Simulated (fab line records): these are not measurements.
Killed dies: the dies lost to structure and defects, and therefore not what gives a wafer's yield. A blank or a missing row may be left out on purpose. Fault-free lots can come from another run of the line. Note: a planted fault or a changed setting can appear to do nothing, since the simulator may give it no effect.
fab line records ; flow n5-finfet
record lots=4; wafers=12; last-day=16
route steps=1938 shown BEOL_M4@1099 BEOL_M5@1112 BEOL_M14@1764 PASSIVATION@1936
lots that met no fault: from a run of the same line without faults
start-h: hours from the record's first day to the start of the lot's first wafer shown ; wait-h: hours from the lot's prior step to this one ; " as in the row above ; L1.1+2: several wafers, shown together as one row ; - no value present, or no start provided ; * or withheld: withheld ; < > ~ a bound
route shown NAME@n: names a module that has steps shown in the file, with the first one's number in the route ; usual: mean/standard deviation taken from wafers without a fault ; same: alike in all rows ; chamber/n: place in a boat ; sites: per-site readings ; _std_site: how widely they spread, as a standard deviation ; _edge_site: outer sites' mean less inner sites' ; radius-mm: how far each site lies from the wafer's centre ; mask NAME#n: copy n ; behind: the last tool/chamber to shape the wafer ; hold: reason for holding the lot/hours on hold/outcome of the hold ; device: the n, p or np transistor that did not switch ; end of line: at the end of the route, the tests of the same wafers ; a step with no rows: only its recipe ; killed: dies that structure and defects cost at the first sort, which is not the same as the wafer's yield ; map: per-die view of a wafer (x killed, . not killed, _ where there is no die)
set.NAME: the setting that was run; set.NAME@STEP: the one run at that earlier step ; model.NAME: the simulator's own value behind a step, which no gauge read
lots at selected steps of the route; one table per step, one row per wafer
services: when a tool's chamber went out of use (start-h, in hours from the record's first day, below 0 if earlier), for how many hours, and the reason
## steps
# step N5_BEOL_M4_ANNEAL_95
# recipe temp-c=400; time-s=240; ambient=vacuum
# step N5_BEOL_M4_SPUTTER_96
# recipe material=Cu; target-thk-a=45; temp-c=-20; chamber-pressure-pa=0.07; power-w=withheld; time-s=8.29
# step N5_BEOL_M4_ECD_50
# recipe material=Cu; target-thk-a=3000
# step N5_BEOL_M4_ANNEAL_51
# recipe temp-c=225; time-s=90; ambient=N2
# step N5_BEOL_M4_CMP_52
# recipe stop-on=SiOC; t-overpolish-s=6.8; down-force-psi=1; platen-rpm=50; clearing-platen-down-force-psi=1.5; clearing-platen-rpm=50; post-cmp-clean=cu-alkaline; target-thk-nm=40; clearing-platen-pad-velocity-m-s=0.99484; pad-velocity-m-s=0.99484
# step N5_BEOL_M4_PRE_CLEAN_60
# recipe gas=NH3/H2; time-s=15; temp-c=*; rf-power-w=300
# step N5_BEOL_M4_CO_CAP_55
# recipe material=Co; target-thk-a=20; temp-c=200; precursor=CCTBA/H2; pressure-torr=30; time-s=102.1
# step N5_BEOL_M4_PRE_CLEAN_56
# recipe gas=NH3; time-s=15; temp-c=withheld; rf-power-w=300
# step N5_BEOL_M4_DEP_57
# recipe material=SiCN; target-thk-a=80; temp-c=withheld; precursor=3MS/NH3; pressure-torr=3; rf-w=202; time-s=14
# step N5_BEOL_M4_RC_MEAS_101
# usual DIBL_N=36.4/1.7; DIBL_P=36.4/2.1; IOFF_N=0.16/0.035; IOFF_P=0.21/0.035; ION_N=680/11; ION_P=465/6.8; SS_N=71.5/0.58; SS_P=73.2/0.72; VT_N=249/3.6; VT_P=-250/3.1
lot.wafer;tool;chamber;start-h;wait-h;DIBL_N[mV/V];DIBL_P[mV/V];IOFF_N[nA/um];IOFF_P[nA/um];ION_N[uA/um];ION_P[uA/um];SS_N[mV/dec];SS_P[mV/dec];VT_N[mV];VT_P[mV]
L997.1;prober-02;0;209.34;0.0;35.2;36.3;0.14;0.19;671;461;71.4;72.7;249;-254
L997.4;prober-02;0;209.34;0.0;38.1;38.2;0.19;0.22;691;470;71.7;73.9;251;-252
L997.5;prober-02;0;209.34;0.0;32.7;32.5;0.11;0.14;664;453;70.7;71.8;255;-255
L104.1;prober-01;0;246.88;0.0;36.6;34.3;0.16;0.19;675;454;72.0;72.0;248;-251
L104.2;prober-01;0;246.88;0.0;36.8;35.1;0.15;0.19;670;458;72.0;73.1;249;-253
L104.6;prober-01;0;246.88;0.0;36.4;35.7;0.15;0.20;682;464;71.4;72.7;249;-248
L105.1;prober-02;0;252.01;0.0;36.0;35.4;0.16;0.23;673;471;71.6;73.0;247;-245
L105.4;prober-02;0;252.01;0.0;35.6;35.3;0.16;0.23;687;474;71.0;73.0;247;-247
L105.6;prober-02;0;252.01;0.0;37.2;36.3;0.18;0.25;691;471;71.8;73.1;245;-247
L109.3;prober-02;0;273.73;0.3;36.0;37.0;0.15;0.21;673;468;71.5;72.6;249;-248
L109.5;prober-02;0;273.73;0.3;36.6;38.2;0.16;0.22;677;466;71.3;73.0;250;-249
L109.6;prober-02;0;273.73;0.3;34.9;35.5;0.12;0.18;669;461;71.4;72.3;255;-250
# step N5_BEOL_M5_ILD_DEP_00
# recipe material=SiCOH_lowk; target-thk-a=1406.4; temp-c=300; precursor=DEMS/porogen; pressure-torr=5; rf-w=500; time-s=25.9
# step N5_BEOL_M5_CURE_79
# recipe temp-c=385; time-s=240; ambient=He/Ar; material=SiCOH_lowk
# step N5_BEOL_M5_PECVD_70
# recipe material=SiO2; target-thk-a=160; temp-c=400; precursor=TEOS/O2; pressure-torr=5.5; rf-w=450; teos-flow-sccm=53.8; gas=O2; flow-sccm=3000; time-s=18
# step N5_BEOL_M5_HM_DEP_02
# recipe material=TiN; target-thk-a=200; temp-c=25; chamber-pressure-pa=0.49996
# step N5_BEOL_M5_COAT_59
# recipe resist=SOC; temp-c=250; time-s=60; spin-rpm=1500; resist-thk-nm=60
# step N5_BEOL_M5_COAT_60
# recipe resist=SiARC; temp-c=220; time-s=60; spin-rpm=1500; resist-thk-nm=12
# step N5_BEOL_M5_COAT_71
# recipe resist=underlayer; temp-c=205; time-s=60; spin-rpm=1500; resist-thk-nm=5
# step N5_BEOL_M5_COAT_05
# recipe resist=CAR-EUV; spin-rpm=1500; resist-thk-nm=30
# step N5_BEOL_M5_EBR_07
# recipe solvent=PGMEA; ebr-width-mm=1.5
# step N5_BEOL_M5_SOFTBAKE_06
# recipe temp-c=110; time-s=60; resist=CAR-EUV
# step N5_BEOL_M5_EXPOSE_08
# recipe mask-id=M5; na=0.33; source-shape=annular; sigma-inner=0.4; sigma-outer=0.8; polarization=unpolarized; target-cd-nm=28; dose-mj=35.75
# step N5_BEOL_M5_PEB_09
# recipe peb-temp-c=100; peb-time-s=60; resist=CAR-EUV
# step N5_BEOL_M5_DEVELOP_10
# recipe develop-time-s=30; developer=TMAH; resist=CAR-EUV; rinse-liquid=surfactant-rinse; dry=air-spin; dev-temp-c=23
# step N5_BEOL_M5_DESCUM_16
# recipe chemistry=O2; time-s=7; source-power-w=50; bias-power-w=20; pressure-mtorr=20; rf-frequency-hz=2.712e+07; temp-c=40; resist=CAR-EUV; o2-flow-sccm=225
# step N5_BEOL_M5_ETCH_72
# recipe chemistry=N2/H2; target=underlayer; target-depth-a=65; mask-material=CAR-EUV; time-s=5.2; ion-energy-ev=200; pressure-mtorr=30; source-w=840; bias-w=150; n2-flow-sccm=200; h2-flow-sccm=200; ends=cleared
# step N5_BEOL_M5_ETCH_61
# recipe chemistry=CF4; target=SiARC; target-depth-a=156; mask-material=CAR-EUV; time-s=26; ion-energy-ev=80; pressure-mtorr=40; source-w=545; bias-w=36; Ar_flow_sccm=100; cf4-flow-sccm=100; ends=cleared
# step N5_BEOL_M5_ETCH_62
# recipe chemistry=N2/H2; target=SOC; target-depth-a=750; overetch-a=150; mask-material=SiARC; temp-c=40; time-s=112.5; ion-energy-ev=200; pressure-mtorr=30; source-w=840; bias-w=150; n2-flow-sccm=200; h2-flow-sccm=200
# step N5_BEOL_M5_STRIP_63
# recipe chemistry=N2/H2; temp-c=40; n2-flow-sccm=200; h2-flow-sccm=200; rf-frequency-hz=6e+07
# step N5_BEOL_M5_STRIP_73
# recipe chemistry=N2/H2; temp-c=40; n2-flow-sccm=200; h2-flow-sccm=200; rf-frequency-hz=6e+07
# step N5_BEOL_M5_STRIP_64
# recipe chemistry=CF4; resist=SiARC; power-w=300; bias-power-w=75; pressure-mtorr=50; cf4-flow-sccm=150; rf-frequency-hz=6e+07
# step N5_BEOL_M5_HM_OPEN_17
# recipe chemistry=Cl2/BCl3; target-depth-a=200; overetch-a=60; target=TiN; mask-material=SOC; ion-energy-ev=150; pressure-mtorr=10; icp-w=1000; bias-w=126; Cl2_flow_sccm=53.25; bcl3-flow-sccm=21.75; Ar_flow_sccm=25
# step N5_BEOL_M5_STRIP_19
# recipe chemistry=O2; power-w=400; temp-c=40; pressure-mtorr=30; rf-frequency-hz=6e+07; bias-power-w=0; overash-fraction=0.2; o2-flow-sccm=225
# step N5_BEOL_M5_COAT_65
# recipe resist=SOC; temp-c=250; time-s=60; spin-rpm=1500; resist-thk-nm=60
# step N5_BEOL_M5_COAT_66
# recipe resist=SiARC; temp-c=220; time-s=60; spin-rpm=1500; resist-thk-nm=12
# step N5_BEOL_M14_SPUTTER_45
# recipe material=Cu; target-thk-a=1000; temp-c=-20; bias-v=60; power-w=26000; chamber-pressure-pa=0.13; time-s=16.67
# usual bias-v=60.0/0.61; cathode-dc-power-W=26000/5.4; throttle-valve-pct=29.3/1.1
lot.wafer;tool;chamber;start-h;wait-h;bias-v;cathode-dc-power-W;throttle-valve-pct
L997.1;pvd-sputter-01;-;296.81;0.0;60.2;25999;27.4
L997.4;pvd-sputter-01;-;296.81;0.0;60.5;26007;29.7
L997.5;pvd-sputter-01;-;296.81;0.0;61.2;26002;27.5
L104.1;pvd-sputter-03;-;332.92;0.0;-;-;-
L104.2;pvd-sputter-03;-;332.92;0.0;-;-;-
L104.6;pvd-sputter-03;-;332.92;0.0;-;-;-
L105.1;pvd-sputter-01;-;341.06;0.0;-;-;-
L105.4;pvd-sputter-01;-;341.06;0.0;-;-;-
L105.6;pvd-sputter-01;-;341.06;0.0;-;-;-
L109.3;pvd-sputter-01;-;355.61;0.0;59.4;25998;29.7
L109.5;pvd-sputter-01;-;355.61;0.0;59.6;25997;29.9
L109.6;pvd-sputter-01;-;355.61;0.0;59.6;25995;27.2
# step N5_BEOL_M14_CMP_49
# recipe stop-on=SiO2; t-overpolish-s=5.2; down-force-psi=2; platen-rpm=80; clearing-platen-down-force-psi=2; clearing-platen-rpm=80; post-cmp-clean=cu-alkaline; target-thk-nm=560; clearing-platen-pad-velocity-m-s=1.5917; pad-velocity-m-s=1.5917
# usual clearing-platen-down-force-psi=2.000/0.004; clearing-platen-rpm=80.00/0.042; motor-current-A=7.9/0.8; slurry-flow-ml-min=149.9/0.43; time-to-endpoint-s=122/5.2
lot.wafer;tool;chamber;start-h;wait-h;clearing-platen-down-force-psi;clearing-platen-rpm;motor-current-A;slurry-flow-ml-min;time-to-endpoint-s
L997.1;cmp-04;2;297.55;0.3;2.004;79.98;7.9;149.7;118
L997.4;cmp-04;1;297.55;0.3;1.989;80.02;7.8;149.8;119
L997.5;cmp-04;3;297.55;0.3;2.000;79.95;7.6;149.8;119
L104.2;cmp-04;3;334.83;0.2;2.004;80.08;7.7;150.2;6
L104.1;cmp-04;2;334.83;0.2;2.000;80.01;7.4;149.4;4
L104.6;cmp-04;3;334.83;0.2;2.005;80.05;8.0;149.9;4
L105.4;cmp-02;1;341.74;0.2;1.996;79.98;8.9;150.1;4
L105.1;cmp-02;2;341.74;0.2;1.996;79.95;9.0;150.1;2
L105.6;cmp-02;0;341.74;0.2;1.997;80.01;8.4;150.3;7
L109.3;cmp-02;0;356.57;0.3;2.002;80.06;8.6;149.8;125
L109.6;cmp-02;0;356.57;0.3;2.002;80.00;8.4;149.5;129
L109.5;cmp-02;1;356.57;0.3;1.999;79.96;9.2;150.2;128
# step N5_BEOL_M14_THK_MEAS_50
# recipe thk-meas-gauge=xrf; reads=Cu_of_BEOL_M14_ECD_47
# usual M14_THK=565/12
lot.wafer;tool;chamber;start-h;wait-h;M14_THK[nm]
L997.1;film-metro-02;-;297.85;-;570
L997.4;film-metro-02;-;297.85;-;582
L997.5;film-metro-02;-;297.85;-;567
L104.1;film-metro-01;-;335.13;-;-
L104.2;film-metro-01;-;335.13;-;-
L104.6;film-metro-01;-;335.13;-;-
L105.1;film-metro-01;-;341.96;-;-
L105.4;film-metro-01;-;341.96;-;-
L105.6;film-metro-01;-;341.96;-;-
L109.3;film-metro-01;-;356.86;-;564
L109.5;film-metro-01;-;356.86;-;553
L109.6;film-metro-01;-;356.86;-;566
# step N5_BEOL_M14_RS_MEAS_54
# recipe thk-meas-gauge=four-point-probe; reads=Cu_of_BEOL_M14_ECD_47+Ta_of_BEOL_M14_SPUTTER_44+TaN_of_BEOL_M14_SPUTTER_43
# usual M14_RS=0.0333/0.0006
lot.wafer;tool;chamber;start-h;wait-h;M14_RS[ohm/sq]
L997.1;film-metro-02;-;297.98;0.0;0.0331
L997.4;film-metro-02;-;297.98;0.0;0.0324
L997.5;film-metro-02;-;297.98;0.0;0.0333
L104.1;film-metro-02;-;335.25;0.0;32.404
L104.2;film-metro-02;-;335.25;0.0;32.744
L104.6;film-metro-02;-;335.25;0.0;32.996
L105.1;film-metro-01;-;342.09;0.0;32.605
L105.4;film-metro-01;-;342.09;0.0;32.225
L105.6;film-metro-01;-;342.09;0.0;32.706
L109.3;film-metro-01;-;356.99;0.1;0.0334
L109.5;film-metro-01;-;356.99;0.1;0.0340
L109.6;film-metro-01;-;356.99;0.1;0.0333
# step N5_PASSIVATION_PROBE_49
# usual defect-limited-yield=91.3/1.4; killed_at_M0_to_M3=36/11; killed_at_M4_up=13/5.2; killed-at-contacts=13/6.5; killed-at-front-end=37/11; killed-at-other=3.6/2.9; killed-dies=103/17; killed-on-rim=13/3.6; killed-open=68/12; killed-short=33/7.3; sort_bin_5_function=5.2/0.91; sort_bin_6_memory=3.2/0.67; sort-n-pass=1077/17; sort-yield-pct=91.3/1.4
# same gross-dies=1180; killed-at-back-side=0; sort_bin_4_leakage[%]=0; sort_bin_8_speed[%]=0
lot.wafer;tool;chamber;start-h;wait-h;defect-limited-yield[%];killed_at_M0_to_M3;killed_at_M4_up;killed-at-contacts;killed-at-front-end;killed-at-other;killed-dies;killed-on-rim;killed-open;killed-short;sort_bin_5_function[%];sort_bin_6_memory[%];sort-n-pass;sort-yield-pct[%]
L104.1;prober-02;-;353.53;0.0;0;38;1093;17;30;2;1180;152;61;33;96.9;3.0;0;0
L104.2;prober-02;-;353.58;0.1;0;28;1105;8;38;1;1180;152;56;37;96.3;3.6;0;0
L104.6;prober-02;-;353.78;0.3;0;44;1064;22;45;5;1180;152;86;37;95.8;3.9;0;0
L105.1;prober-01;-;367.95;0.0;0;44;1059;7;56;14;1180;152;85;49;95.1;4.6;0;0
L105.4;prober-01;-;368.10;0.2;0;32;1087;9;47;5;1180;152;62;43;96.4;3.3;0;0
L105.6;prober-01;-;368.20;0.3;0;32;1091;2;51;4;1180;152;64;33;96.4;3.2;0;0
# killed by level:class
L104.1 BEOL_M14:area-ecd=547 BEOL_M14:area-sputter=538 MOL_CONTACT_COAG:geometric-particle:open=16 FIN_SAQP:geometric-particle:short=11 BEOL_M3:geometric-particle:open=9 BEOL_M0_SAQP:geometric-particle:short=7 BEOL_M0_SAQP:geometric-particle:open=7 STI_FIN_REVEAL:geometric-particle:open=6
L104.2 BEOL_M14:area-ecd=561 BEOL_M14:area-sputter=525 STI_FIN_REVEAL:geometric-particle:open=11 BEOL_M0_SAQP:geometric-particle:open=7 BEOL_M4:geometric-particle:short=7 BEOL_M2:geometric-particle:short=6 FIN_SAQP:geometric-particle:open=5 MOL_CONTACT_COAG:geometric-particle:open=5
L104.6 BEOL_M14:area-sputter=547 BEOL_M14:area-ecd=508 MOL_CONTACT_COAG:geometric-particle:open=15 BEOL_M2:geometric-particle:open=12 STI_FIN_REVEAL:geometric-particle:open=11 BEOL_M3:geometric-particle:open=10 BEOL_M0_SAQP:geometric-particle:open=8 FIN_SAQP:geometric-particle:short=7
L105.1 BEOL_M14:area-ecd=532 BEOL_M14:area-sputter=508 FIN_SAQP:geometric-particle:short=13 BEOL_M0_SAQP:geometric-particle:open=12 FIN_SAQP:geometric-particle:open=8 BEOL_M0_SAQP:geometric-particle:short=7 MOL_CONTACT_COAG:geometric-particle:open=7 BEOL_M2:geometric-particle:open=7
L105.4 BEOL_M14:area-sputter=540 BEOL_M14:area-ecd=528 BEOL_M1:geometric-particle:open=12 FIN_SAQP:geometric-particle:short=10 FIN_SAQP:geometric-particle:open=7 STI_FIN_REVEAL:geometric-particle:open=7 MOL_CONTACT_COAG:geometric-particle:open=7 GATE_CUT:geometric-particle:short=7
L105.6 BEOL_M14:area-ecd=554 BEOL_M14:area-sputter=525 FIN_SAQP:geometric-particle:open=9 DUMMY_GATE:geometric-particle:open=8 FIN_SAQP:geometric-particle:short=7 STI_FIN_REVEAL:geometric-particle:open=7 BEOL_M1:geometric-particle:open=7 BEOL_M0_SAQP:geometric-particle:short=5
# map L104.1 (x killed, . not)
_________________xxxxxxxxxxxx________________
______________xxxxxxxxxxxxxxxxxx_____________
___________xxxxxxxxxxxxxxxxxxxxxxxx__________
__________xxxxxxxxxxxxxxxxxxxxxxxxxx_________
________xxxxxxxxxxxxxxxxxxxxxxxxxxxxxx_______
_______xxxxxxxxxxxxxxxxxxxxxxxxxxxxxxxx______
______xxxxxxxxxxxxxxxxxxxxxxxxxxxxxxxxxx_____
_____xxxxxxxxxxxxxxxxxxxxxxxxxxxxxxxxxxxx____
____xxxxxxxxxxxxxxxxxxxxxxxxxxxxxxxxxxxxxx___
___xxxxxxxxxxxxxxxxxxxxxxxxxxxxxxxxxxxxxxxx__
___xxxxxxxxxxxxxxxxxxxxxxxxxxxxxxxxxxxxxxxx__
__xxxxxxxxxxxxxxxxxxxxxxxxxxxxxxxxxxxxxxxxxx_
__xxxxxxxxxxxxxxxxxxxxxxxxxxxxxxxxxxxxxxxxxx_
_xxxxxxxxxxxxxxxxxxxxxxxxxxxxxxxxxxxxxxxxxxxx
_xxxxxxxxxxxxxxxxxxxxxxxxxxxxxxxxxxxxxxxxxxxx
_xxxxxxxxxxxxxxxxxxxxxxxxxxxxxxxxxxxxxxxxxxxx
_xxxxxxxxxxxxxxxxxxxxxxxxxxxxxxxxxxxxxxxxxxxx
_xxxxxxxxxxxxxxxxxxxxxxxxxxxxxxxxxxxxxxxxxxxx
_xxxxxxxxxxxxxxxxxxxxxxxxxxxxxxxxxxxxxxxxxxxx
_xxxxxxxxxxxxxxxxxxxxxxxxxxxxxxxxxxxxxxxxxxxx
_xxxxxxxxxxxxxxxxxxxxxxxxxxxxxxxxxxxxxxxxxxxx
__xxxxxxxxxxxxxxxxxxxxxxxxxxxxxxxxxxxxxxxxxx_
__xxxxxxxxxxxxxxxxxxxxxxxxxxxxxxxxxxxxxxxxxx_
___xxxxxxxxxxxxxxxxxxxxxxxxxxxxxxxxxxxxxxxx__
___xxxxxxxxxxxxxxxxxxxxxxxxxxxxxxxxxxxxxxxx__
____xxxxxxxxxxxxxxxxxxxxxxxxxxxxxxxxxxxxxx___
_____xxxxxxxxxxxxxxxxxxxxxxxxxxxxxxxxxxxx____
______xxxxxxxxxxxxxxxxxxxxxxxxxxxxxxxxxx_____
_______xxxxxxxxxxxxxxxxxxxxxxxxxxxxxxxx______
________xxxxxxxxxxxxxxxxxxxxxxxxxxxxxx_______
__________xxxxxxxxxxxxxxxxxxxxxxxxxx_________
___________xxxxxxxxxxxxxxxxxxxxxxxx__________
______________xxxxxxxxxxxxxxxxxx_____________
_________________xxxxxxxxxxxx________________
# map L105.1 (x killed, . not)
_________________xxxxxxxxxxxx________________
______________xxxxxxxxxxxxxxxxxx_____________
___________xxxxxxxxxxxxxxxxxxxxxxxx__________
__________xxxxxxxxxxxxxxxxxxxxxxxxxx_________
________xxxxxxxxxxxxxxxxxxxxxxxxxxxxxx_______
_______xxxxxxxxxxxxxxxxxxxxxxxxxxxxxxxx______
______xxxxxxxxxxxxxxxxxxxxxxxxxxxxxxxxxx_____
_____xxxxxxxxxxxxxxxxxxxxxxxxxxxxxxxxxxxx____
____xxxxxxxxxxxxxxxxxxxxxxxxxxxxxxxxxxxxxx___
___xxxxxxxxxxxxxxxxxxxxxxxxxxxxxxxxxxxxxxxx__
___xxxxxxxxxxxxxxxxxxxxxxxxxxxxxxxxxxxxxxxx__
__xxxxxxxxxxxxxxxxxxxxxxxxxxxxxxxxxxxxxxxxxx_
__xxxxxxxxxxxxxxxxxxxxxxxxxxxxxxxxxxxxxxxxxx_
_xxxxxxxxxxxxxxxxxxxxxxxxxxxxxxxxxxxxxxxxxxxx
_xxxxxxxxxxxxxxxxxxxxxxxxxxxxxxxxxxxxxxxxxxxx
_xxxxxxxxxxxxxxxxxxxxxxxxxxxxxxxxxxxxxxxxxxxx
_xxxxxxxxxxxxxxxxxxxxxxxxxxxxxxxxxxxxxxxxxxxx
_xxxxxxxxxxxxxxxxxxxxxxxxxxxxxxxxxxxxxxxxxxxx
_xxxxxxxxxxxxxxxxxxxxxxxxxxxxxxxxxxxxxxxxxxxx
_xxxxxxxxxxxxxxxxxxxxxxxxxxxxxxxxxxxxxxxxxxxx
_xxxxxxxxxxxxxxxxxxxxxxxxxxxxxxxxxxxxxxxxxxxx
__xxxxxxxxxxxxxxxxxxxxxxxxxxxxxxxxxxxxxxxxxx_
__xxxxxxxxxxxxxxxxxxxxxxxxxxxxxxxxxxxxxxxxxx_
___xxxxxxxxxxxxxxxxxxxxxxxxxxxxxxxxxxxxxxxx__
___xxxxxxxxxxxxxxxxxxxxxxxxxxxxxxxxxxxxxxxx__
____xxxxxxxxxxxxxxxxxxxxxxxxxxxxxxxxxxxxxx___
_____xxxxxxxxxxxxxxxxxxxxxxxxxxxxxxxxxxxx____
______xxxxxxxxxxxxxxxxxxxxxxxxxxxxxxxxxx_____
_______xxxxxxxxxxxxxxxxxxxxxxxxxxxxxxxx______
________xxxxxxxxxxxxxxxxxxxxxxxxxxxxxx_______
__________xxxxxxxxxxxxxxxxxxxxxxxxxx_________
___________xxxxxxxxxxxxxxxxxxxxxxxx__________
______________xxxxxxxxxxxxxxxxxx_____________
_________________xxxxxxxxxxxx________________
## services
tool;chamber;start-h;hours;kind
pvd-sputter-01;-;306.96;5.3;repair
pvd-sputter-01;-;347.23;7.8;repair
## key
first-sign step=N5_BEOL_M14_SPUTTER_45; reading=tool-record; direction=missing
effect step=N5_BEOL_M14_CMP_49; reading=time-to-endpoint-s; direction=down; sigmas=23; usual=*; struck=*
effect step=N5_BEOL_M14_THK_MEAS_50; reading=M14_THK; direction=missing
effect step=N5_BEOL_M14_RS_MEAS_54; reading=M14_RS; direction=up; sigmas=99+; usual=0.0333; struck=32.613
effect step=N5_PASSIVATION_PROBE_49; reading=killed_at_M4_up; direction=up; sigmas=99+; usual=13; struck=1083
more-kills-born-at N5_BEOL_M14_ECD_47@ecd-cu-01=1616; N5_BEOL_M14_ECD_47@ecd-cu-02=1614; N5_BEOL_M14_SPUTTER_45@pvd-sputter-03=1610
met-at N5_BEOL_M14_SPUTTER_45
struck-wafers L104.1,L104.2,L104.6,L105.1,L105.4,L105.6
later-rows-left-out L104.1,L104.2,L104.6,L105.1,L105.4,L105.6
onset-between 296.81 332.92
fault kind=skipped-step-whole; tool=pvd-sputter-01,pvd-sputter-03; chamber=-; onset-h=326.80; steps=N5_BEOL_M14_SPUTTER_45; scope=struck-lots-only
# later-rows-left-out: the simulator's readings of these wafers behind a module that went badly wrong aren't trusted and aren't shown, but for the sort
